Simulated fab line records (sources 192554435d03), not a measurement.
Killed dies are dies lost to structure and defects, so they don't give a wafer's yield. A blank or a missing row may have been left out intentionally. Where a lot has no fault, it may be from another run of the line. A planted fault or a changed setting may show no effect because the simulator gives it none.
Split-lot study || flow n5 finfet || 21 wafers read across 7 lots, on a route 1938 steps long

## THE SPLIT
At N5_BEOL_M9_COAT_60 (time 60 s, resist thk 30 nm), the setting spin rpm was moved away from the recipe's 1500 rpm on 10 of the 21 wafers read, by -8.1% to +6.2%. All remaining wafers had this setting at the recipe value.

## FROM THE SPLIT TO THE READING: what the file shows between them, 4 steps
- N5_BEOL_M9_COAT_05: resist thk 90 nm
- N5_BEOL_M9_EBR_07
- N5_BEOL_M9_DESCUM_16: chemistry O2, time 7.9 s
- N5_BEOL_M9_ETCH_61: etches SiARC in CF4, target depth 39 nm, time 65 s

## THE READING
SiARC_of_BEOL_M9_COAT_60.thk nm (the simulator's own value, which no gauge read), in nm, at N5_BEOL_M9_ETCH_62 (etches SOC in N2/H2, target depth 110 nm, overetch 22 nm, time 165 s). The file does not state a usual value for it. Across the 11 wafers here that went through the recipe, the average is 23.6 nm and the standard deviation 0.19 nm.

{"wafer": "L080.1", "tool, chamber at the split": "litho track-02, 0", "spin rpm as run, rpm": 1379, "against the recipe": "-8.1%", "SiARC_of_BEOL_M9_COAT_60.thk nm, nm": 24.6, "against lot-mates on the recipe": "no lot-mate on the recipe"}
{"wafer": "L080.3", "tool, chamber at the split": "litho track-02, 0", "spin rpm as run, rpm": 1379, "against the recipe": "-8.1%", "SiARC_of_BEOL_M9_COAT_60.thk nm, nm": 24.6, "against lot-mates on the recipe": "no lot-mate on the recipe"}
{"wafer": "L080.6", "tool, chamber at the split": "litho track-02, 0", "spin rpm as run, rpm": 1379, "against the recipe": "-8.1%", "SiARC_of_BEOL_M9_COAT_60.thk nm, nm": 24.8, "against lot-mates on the recipe": "no lot-mate on the recipe"}
{"wafer": "L081.1", "tool, chamber at the split": "litho track-01, 0", "spin rpm as run, rpm": 1435, "against the recipe": "-4.3%", "SiARC_of_BEOL_M9_COAT_60.thk nm, nm": 23.8, "against lot-mates on the recipe": "+0.4"}
{"wafer": "L081.6", "tool, chamber at the split": "litho track-01, 0", "spin rpm as run, rpm": 1435, "against the recipe": "-4.3%", "SiARC_of_BEOL_M9_COAT_60.thk nm, nm": 23.8, "against lot-mates on the recipe": "+0.4"}
{"wafer": "L081.4", "tool, chamber at the split": "litho track-01, 0", "spin rpm as run, rpm": 1500, "against the recipe": "recipe", "SiARC_of_BEOL_M9_COAT_60.thk nm, nm": 23.4, "against lot-mates on the recipe": "-"}
{"wafer": "L083.4", "tool, chamber at the split": "litho track-04, 0", "spin rpm as run, rpm": 1500, "against the recipe": "recipe", "SiARC_of_BEOL_M9_COAT_60.thk nm, nm": 23.6, "against lot-mates on the recipe": "-"}
{"wafer": "L083.6", "tool, chamber at the split": "litho track-04, 0", "spin rpm as run, rpm": 1500, "against the recipe": "recipe", "SiARC_of_BEOL_M9_COAT_60.thk nm, nm": 23.6, "against lot-mates on the recipe": "-"}
{"wafer": "L083.5", "tool, chamber at the split": "litho track-04, 0", "spin rpm as run, rpm": 1500, "against the recipe": "recipe", "SiARC_of_BEOL_M9_COAT_60.thk nm, nm": 23.4, "against lot-mates on the recipe": "-"}
{"wafer": "L082.2", "tool, chamber at the split": "litho track-02, 0", "spin rpm as run, rpm": 1500, "against the recipe": "recipe", "SiARC_of_BEOL_M9_COAT_60.thk nm, nm": 23.6, "against lot-mates on the recipe": "-"}
{"wafer": "L082.4", "tool, chamber at the split": "litho track-02, 0", "spin rpm as run, rpm": 1500, "against the recipe": "recipe", "SiARC_of_BEOL_M9_COAT_60.thk nm, nm": 23.4, "against lot-mates on the recipe": "-"}
{"wafer": "L082.5", "tool, chamber at the split": "litho track-02, 0", "spin rpm as run, rpm": 1593, "against the recipe": "+6.2%", "SiARC_of_BEOL_M9_COAT_60.thk nm, nm": 22.6, "against lot-mates on the recipe": -0.9}
{"wafer": "L089.2", "tool, chamber at the split": "litho track-02, 0", "spin rpm as run, rpm": 1570, "against the recipe": "+4.7%", "SiARC_of_BEOL_M9_COAT_60.thk nm, nm": 23.2, "against lot-mates on the recipe": -0.8}
{"wafer": "L089.3", "tool, chamber at the split": "litho track-02, 0", "spin rpm as run, rpm": 1570, "against the recipe": "+4.7%", "SiARC_of_BEOL_M9_COAT_60.thk nm, nm": 23, "against lot-mates on the recipe": -1.0}
{"wafer": "L089.4", "tool, chamber at the split": "litho track-02, 0", "spin rpm as run, rpm": 1500, "against the recipe": "recipe", "SiARC_of_BEOL_M9_COAT_60.thk nm, nm": 24, "against lot-mates on the recipe": "-"}
{"wafer": "L093.1", "tool, chamber at the split": "litho track-02, 0", "spin rpm as run, rpm": 1500, "against the recipe": "recipe", "SiARC_of_BEOL_M9_COAT_60.thk nm, nm": 23.6, "against lot-mates on the recipe": "-"}
{"wafer": "L093.4", "tool, chamber at the split": "litho track-02, 0", "spin rpm as run, rpm": 1500, "against the recipe": "recipe", "SiARC_of_BEOL_M9_COAT_60.thk nm, nm": 23.8, "against lot-mates on the recipe": "-"}
{"wafer": "L093.5", "tool, chamber at the split": "litho track-02, 0", "spin rpm as run, rpm": 1500, "against the recipe": "recipe", "SiARC_of_BEOL_M9_COAT_60.thk nm, nm": 23.8, "against lot-mates on the recipe": "-"}
{"wafer": "L094.2", "tool, chamber at the split": "litho track-02, 0", "spin rpm as run, rpm": 1573, "against the recipe": "+4.9%", "SiARC_of_BEOL_M9_COAT_60.thk nm, nm": 23, "against lot-mates on the recipe": -0.8}
{"wafer": "L094.3", "tool, chamber at the split": "litho track-02, 0", "spin rpm as run, rpm": 1500, "against the recipe": "recipe", "SiARC_of_BEOL_M9_COAT_60.thk nm, nm": 23.8, "against lot-mates on the recipe": "-"}
{"wafer": "L094.6", "tool, chamber at the split": "litho track-02, 0", "spin rpm as run, rpm": 1573, "against the recipe": "+4.9%", "SiARC_of_BEOL_M9_COAT_60.thk nm, nm": 23.2, "against lot-mates on the recipe": -0.6}

THE FIT
A straight line over all 21 wafers: SiARC_of_BEOL_M9_COAT_60.thk nm changes by -0.119 nm for each +1% of spin rpm; r = -0.93; the points scatter about the line by 0.2 nm.
The same after taking each lot's own level away (the mean of its wafers on the recipe; 18 wafers): -0.14 nm for each +1%; r = -0.96; scatter 0.13 nm.
That fit puts the effect of the largest move of spin rpm on the reading at 1.1 nm.
From 23.40 to 24.00 nm: that is the span of the lots' own levels, equal to 3.2 times the standard deviation above.
Thus the slope moves with the lot-to-lot level: the two fits are different.
Check: with one of the wafers moved furthest among these (+6.2%) left out of the fit, the line predicts -0.929 nm for it against its lot-mates. Against them it came out at -0.9 nm.

## THE WHOLE CHAIN: every reading that the file lists as answering this split, in the file's order
{"step": "N5_BEOL_M9_COAT_60", "what it does": "time 60 s, resist thk 30 nm", "reading": "SiARC_of_BEOL_M9_COAT_60.thk nm (the simulator's own value, which no gauge read)", "change (the file's fit)": "-0.155 nm for each +1% of the setting", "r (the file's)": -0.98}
{"step": "N5_BEOL_M9_ETCH_61", "what it does": "etches SiARC in CF4, target depth 39 nm, time 65 s", "reading": "CAR-ArF_of_BEOL_M9_COAT_05.thk nm (the simulator's own value, which no gauge read)", "change (the file's fit)": "+0.147 nm for each +1% of the setting", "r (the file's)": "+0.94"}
{"step": "N5_BEOL_M9_ETCH_61", "what it does": "etches SiARC in CF4, target depth 39 nm, time 65 s", "reading": "etch.depth nm (the simulator's own value, which no gauge read)", "change (the file's fit)": "-0.152 nm for each +1% of the setting", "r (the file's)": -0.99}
{"step": "N5_BEOL_M9_ETCH_62", "what it does": "etches SOC in N2/H2, target depth 110 nm, overetch 22 nm, time 165 s", "reading": "SiARC_of_BEOL_M9_COAT_60.thk nm (the simulator's own value, which no gauge read)", "change (the file's fit)": "-0.145 nm for each +1% of the setting", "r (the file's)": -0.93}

## FILE'S OWN FIT
SiARC_of_BEOL_M9_COAT_60.thk nm changes by -0.145 nm for each +1% of spin rpm, r = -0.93.
